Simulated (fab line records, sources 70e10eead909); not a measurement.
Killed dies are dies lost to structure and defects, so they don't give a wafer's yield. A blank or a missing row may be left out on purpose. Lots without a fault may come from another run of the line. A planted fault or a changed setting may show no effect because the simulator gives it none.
Which tool did it? | flow nand_harc | 12 lots, 36 wafers sampled, at 5 steps of a route of 1302

WHAT THE GAUGES READ, wafer by wafer
NHARC_END_SORT_01. Usual: killed_at_array 55, standard deviation 17; killed_at_other 1.1, standard deviation 1.4; killed_at_periphery 3.9, standard deviation 3; killed_dies 59, standard deviation 17; killed_open 3.5, standard deviation 2; killed_short 2.6, standard deviation 1.6.
lot  | measured     | on        | killed_at_array | killed_at_other | killed_at_periphery | killed_dies | killed_open | killed_short | flag
L282 | day 33 11:46 | prober-02 | 53 52 657       | 0 1 3           | 3 11 11             | 56 64 671   | 2 1 4       | 2 3 5        | OFF
L283 | day 33 20:57 | prober-01 | 68 646 668      | 4 1 0           | 2 5 1               | 74 652 669  | 4 0 3       | 0 3 2        | OFF

WHICH TOOL RAN EACH LOT (tool, then ch and the chambers of the sampled wafers, then the start)
lot  | NHARC_A_CHANNEL_HOLE_D2_ETCH_24  | NHARC_A_CHANNEL_HOLE_D2_STRIP_28              | NHARC_A_CHANNEL_HOLE_D2_XSEM_32 | NHARC_A_CHANNEL_FILL_D2_ETCHBACK_20
L262 | har_etch-02 ch 0,1, day 13 20:12 | rie_diel-10 ch 0,1, day 13 23:19 or earlier   | xsem-02 ch 0, day 13 23:19      | rie_diel-03 ch 1,2, day 14 23:26
L263 | har_etch-02 ch 0,1, day 14 12:11 | rie_diel-06 ch 0,1, day 14 15:40 or earlier   | xsem-01 ch 0, day 14 15:40      | rie_diel-03 ch 1,2,3, day 15 21:32
L264 | har_etch-01 ch 0,1, day 14 19:04 | rie_diel-07 ch 1,2,3, day 14 22:33 or earlier | xsem-02 ch 0, day 14 22:33      | rie_diel-01 ch 0,1,2, day 16 00:37
L266 | har_etch-01 ch 0, day 15 03:06   | rie_diel-07 ch 2,3, day 15 06:36 or earlier   | xsem-01 ch 0, day 15 06:36      | rie_diel-03 ch 0,1,2, day 16 07:09
L265 | har_etch-02 ch 0,1, day 15 05:29 | rie_diel-10 ch 0,2,3, day 15 08:59 or earlier | xsem-02 ch 0, day 15 08:59      | rie_diel-01 ch 0,1,2, day 16 07:08
L270 | har_etch-01 ch 0,1, day 17 10:59 | rie_diel-10 ch 0,1,3, day 17 14:05 or earlier | xsem-01 ch 0, day 17 14:05      | rie_diel-03 ch 1,2,3, day 18 15:17
L271 | har_etch-02 ch 0,1, day 18 01:36 | rie_diel-10 ch 1,2, day 18 05:04 or earlier   | xsem-02 ch 0, day 18 05:04      | rie_diel-04 ch 0,1,2, day 19 04:57
L275 | har_etch-02 ch 0,1, day 19 06:12 | rie_diel-10 ch 0,2, day 19 09:40 or earlier   | xsem-02 ch 0, day 19 09:40      | rie_diel-03 ch 0,1, day 20 12:01
L279 | har_etch-02 ch 0,1, day 20 23:13 | rie_diel-06 ch 0,1,3, day 21 02:41 or earlier | xsem-01 ch 0, day 21 02:41      | rie_diel-01 ch 1,2,3, day 22 03:41
L282 | har_etch-01 ch 0,1, day 22 04:03 | rie_diel-10 ch 1,2,3, day 22 07:32 or earlier | xsem-02 ch 0, day 22 07:32      | rie_diel-03 ch 0,1,3, day 23 09:45
L284 | har_etch-02 ch 0,1, day 22 19:40 | rie_diel-10 ch 1,2,3, day 22 23:36 or earlier | xsem-02 ch 0, day 22 23:36      | rie_diel-01 ch 0,2,3, day 23 23:53
L283 | har_etch-01 ch 0,1, day 22 19:49 | rie_diel-07 ch 0,2,3, day 22 23:19 or earlier | xsem-01 ch 0, day 22 23:19      | rie_diel-03 ch 0,1,2, day 23 23:53
- NHARC_A_CHANNEL_HOLE_D2_ETCH_24: etches the open film in C4F8/O2/Ar, time 906.2 s, target depth 1500 nm.
- NHARC_A_CHANNEL_HOLE_D2_STRIP_28: strips in O2.
- NHARC_A_CHANNEL_HOLE_D2_XSEM_32
- NHARC_A_CHANNEL_FILL_D2_ETCHBACK_20: etches the open film in C4F8/O2/Ar, target depth 27 nm, time 13.5 s.

WHAT THE TOOLS THEMSELVES READ (means of the sampled wafers that have a number; where no wafer has one, the mark that the record gives instead)
NHARC_A_CHANNEL_HOLE_D2_ETCH_24. Usual: drypump_motor_current_A 5.6 A, standard deviation 0.56; showerhead_plenum_p_Torr 3.61 Torr, standard deviation 0.15; throttle_valve_pct 32.235 %, standard deviation 0.0087.
lot  | tool        | drypump_motor_current_A (A) | showerhead_plenum_p_Torr (Torr) | throttle_valve_pct (%) | flag
L262 | har_etch-02 | 6.1                         | 3.65                            | 32.237                 |
L263 | har_etch-02 | 6.3                         | 3.69                            | 32.235                 |
L264 | har_etch-01 | 5.1                         | 3.50                            | 32.234                 |
L266 | har_etch-01 | 5.2                         | 3.48                            | 32.236                 |
L265 | har_etch-02 | 6.1                         | 3.63                            | 32.242                 |
L270 | har_etch-01 | 5.1                         | 3.50                            | 32.245                 |
L271 | har_etch-02 | 6.2                         | 3.77                            | 32.236                 |
L275 | har_etch-02 | 6.1                         | 3.85                            | 32.239                 |
L279 | har_etch-02 | 6.3                         | 3.75                            | 32.238                 |
L282 | har_etch-01 | 5.1                         | 3.46                            | 32.234                 |
L284 | har_etch-02 | 6.1                         | 3.82                            | 32.237                 |
L283 | har_etch-01 | 5.1                         | 3.44                            | 32.227                 |

NHARC_A_CHANNEL_HOLE_D2_STRIP_28. Usual: drypump_motor_current_A 5.57 A, standard deviation 0.29; oes_product_au 1.001 a.u., standard deviation 0.007; rf_vpp_V 57.7 V, standard deviation 0.91; showerhead_plenum_p_Torr 3.49 Torr, standard deviation 0.13; throttle_valve_pct 17.036 %, standard deviation 0.0083.
lot  | tool        | drypump_motor_current_A (A) | oes_product_au (a.u.) | rf_vpp_V (V) | showerhead_plenum_p_Torr (Torr) | throttle_valve_pct (%) | flag
L262 | rie_diel-10 | 5.60                        | 0.998                 | 57.5         | 3.46                            | 17.032                 |
L263 | rie_diel-06 | 5.17                        | 0.987                 | 57.6         | 3.53                            | 17.041                 |
L264 | rie_diel-07 | 5.56                        | 0.994                 | 57.1         | 3.51                            | 17.036                 |
L266 | rie_diel-07 | 5.59                        | 1.001                 | 57.2         | 3.48                            | 17.036                 |
L265 | rie_diel-10 | 5.66                        | 1.001                 | 58.1         | 3.44                            | 17.035                 |
L270 | rie_diel-10 | 5.65                        | 0.999                 | 57.7         | 3.41                            | 17.039                 |
L271 | rie_diel-10 | 5.74                        | 1.007                 | 58.0         | 3.57                            | 17.029                 |
L275 | rie_diel-10 | 5.59                        | 1.002                 | 57.8         | 3.50                            | 17.033                 |
L279 | rie_diel-06 | 5.30                        | 1.000                 | 58.3         | 3.55                            | 17.036                 |
L282 | rie_diel-10 | 5.79                        | 1.003                 | 57.3         | 3.50                            | 17.043                 |
L284 | rie_diel-10 | 5.81                        | 1.006                 | 58.4         | 3.50                            | 17.045                 |
L283 | rie_diel-07 | 5.62                        | 1.009                 | 57.7         | 3.50                            | 17.035                 |

NHARC_A_CHANNEL_HOLE_D2_XSEM_32. Usual: bot_cd_nm 74.2 nm, standard deviation 1.1; bow_nm 8.6 nm, standard deviation 0.33; tilt_deg 0.08 degrees, standard deviation 0.043.
lot  | tool    | bot_cd_nm (nm) | bow_nm (nm) | tilt_deg (degrees) | flag
L262 | xsem-02 | 75.3           | 8.9         | 0.15               |
L263 | xsem-01 | 74.3           | 8.2         | 0.09               |
L264 | xsem-02 | 74.0           | 8.8         | 0.13               |
L266 | xsem-01 | 73.2           | 8.6         | 0.07               |
L265 | xsem-02 | 74.3           | 8.7         | 0.13               |
L270 | xsem-01 | 75.0           | 8.2         | 0.07               |
L271 | xsem-02 | 74.2           | 9.3         | 0.13               |
L275 | xsem-02 | 72.9           | 8.7         | 0.13               |
L279 | xsem-01 | 72.1           | 8.5         | 0.07               |
L282 | xsem-02 | 75.4           | 8.0         | 0.09               |
L284 | xsem-02 | 73.3           | 9.0         | 0.01               |
L283 | xsem-01 | 76.4           | 8.3         | -0.01              |

NHARC_A_CHANNEL_FILL_D2_ETCHBACK_20. Usual: oes_product_au 0.988 a.u., standard deviation 0.026; rf_vpp_V 978 V, standard deviation 5.9; run_length_s 34.5 s, standard deviation 0.41.
lot  | tool        | oes_product_au (a.u.) | rf_vpp_V (V) | run_length_s (s) | flag
L262 | rie_diel-03 | 1.000                 | 981          | 34.4             |
L263 | rie_diel-03 | 1.003                 | 980          | 34.2             |
L264 | rie_diel-01 | 0.922                 | 978          | 34.4             |
L266 | rie_diel-03 | 0.926                 | 976          | 34.6             |
L265 | rie_diel-01 | 0.999                 | 977          | 34.3             |
L270 | rie_diel-03 | 0.990                 | 980          | 34.2             |
L271 | rie_diel-04 | 0.992                 | 982          | 34.7             |
L275 | rie_diel-03 | 0.998                 | 972          | 34.9             |
L279 | rie_diel-01 | 1.000                 | 977          | 34.5             |
L282 | rie_diel-03 | 0.998                 | 975          | 32.8             | OFF
L284 | rie_diel-01 | 1.001                 | 980          | 34.1             |
L283 | rie_diel-03 | 0.999                 | 975          | 31.5             | OFF

THE ANSWER, worked out from the rows above alone
Rule: a lot is off if the mean of its wafers that have a number lies more than 3 standard deviations from the usual mean. A lot without any number at a reading at which 4 lots or more have one is off too. The other lots that the step has rows for count as sound. The gauges are gone through in route order, then the tools' own readings, and for those a lot's mean is taken as printed above. The first step at which some lot is off is used, and at that step the reading that is off furthest; a lot without a number counts as furthest.
Off: L282, L283, at NHARC_END_SORT_01 (killed_dies). Neither off nor sound, because the step has no rows for them: L262, L263, L264, L266, L265, L270, L271, L275, L279, L284.
A tool fits if, at a process step before that reading, it ran every lot that is off, and no sound lot after the first of them. The gauges at NHARC_END_SORT_01 aren't tried: what is off there is off at NHARC_A_CHANNEL_FILL_D2_ETCHBACK_20 too, on other tools, and a gauge's error can't cause that. NHARC_A_CHANNEL_HOLE_D2_STRIP_28 gives no start for some lots, so the hours and the order of its lots are those of NHARC_A_CHANNEL_HOLE_D2_XSEM_32. Can't be told from this: 2 tools fit, har_etch-01 at NHARC_A_CHANNEL_HOLE_D2_ETCH_24, rie_diel-03 at NHARC_A_CHANNEL_FILL_D2_ETCHBACK_20.

WHAT THE SIMULATOR HAD PUT IN
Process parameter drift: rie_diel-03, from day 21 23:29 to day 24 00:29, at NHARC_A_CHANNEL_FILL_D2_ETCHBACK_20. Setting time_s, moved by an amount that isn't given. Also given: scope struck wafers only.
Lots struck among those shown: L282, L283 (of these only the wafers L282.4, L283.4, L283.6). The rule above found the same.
